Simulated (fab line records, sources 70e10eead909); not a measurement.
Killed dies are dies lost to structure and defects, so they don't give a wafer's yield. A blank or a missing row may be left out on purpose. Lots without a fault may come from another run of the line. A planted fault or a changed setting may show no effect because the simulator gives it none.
Which tool did it? | flow nand_harc | 6 lots, 18 wafers sampled, at 1 step of a route of 1302

WHAT THE GAUGES READ, wafer by wafer
NHARC_A_SGD_CUT_INSPECT_25.
lot  | measured     | on                | raw_defect_count
L386 | day 19 23:43 | defect_inspect-02 | 357 361 335
L393 | day 23 10:18 | defect_inspect-02 | 334 300 370
L401 | day 25 22:43 | defect_inspect-02 | 468 663 434
L405 | day 27 13:02 | defect_inspect-01 | 485 514 389
L404 | day 27 13:02 | defect_inspect-01 | 565 566 565
L406 | day 28 20:34 | defect_inspect-01 | 203 342 290

WHICH TOOL RAN EACH LOT (tool, then ch and the chambers of the sampled wafers, then the start)
The record holds no process step before these readings.

THE ANSWER, worked out from the rows above alone
Rule: what is usual is taken from the lots themselves. Put in order of their means at a reading, lots are off if they are a third of the lots or fewer, leave a main group of 4 or more, and stand apart from it by a gap of 3 or more times the standard deviation of the main group's means; of several such gaps the widest counts. A main group whose means are all the same, to the digits that the tables above print for the reading, isn't used. A lot without any number at a reading at which 4 lots or more have one is off too. The other lots that the step has rows for count as sound.
No lot is off at any reading shown: from this, nothing can be told.

WHAT THE SIMULATOR HAD PUT IN
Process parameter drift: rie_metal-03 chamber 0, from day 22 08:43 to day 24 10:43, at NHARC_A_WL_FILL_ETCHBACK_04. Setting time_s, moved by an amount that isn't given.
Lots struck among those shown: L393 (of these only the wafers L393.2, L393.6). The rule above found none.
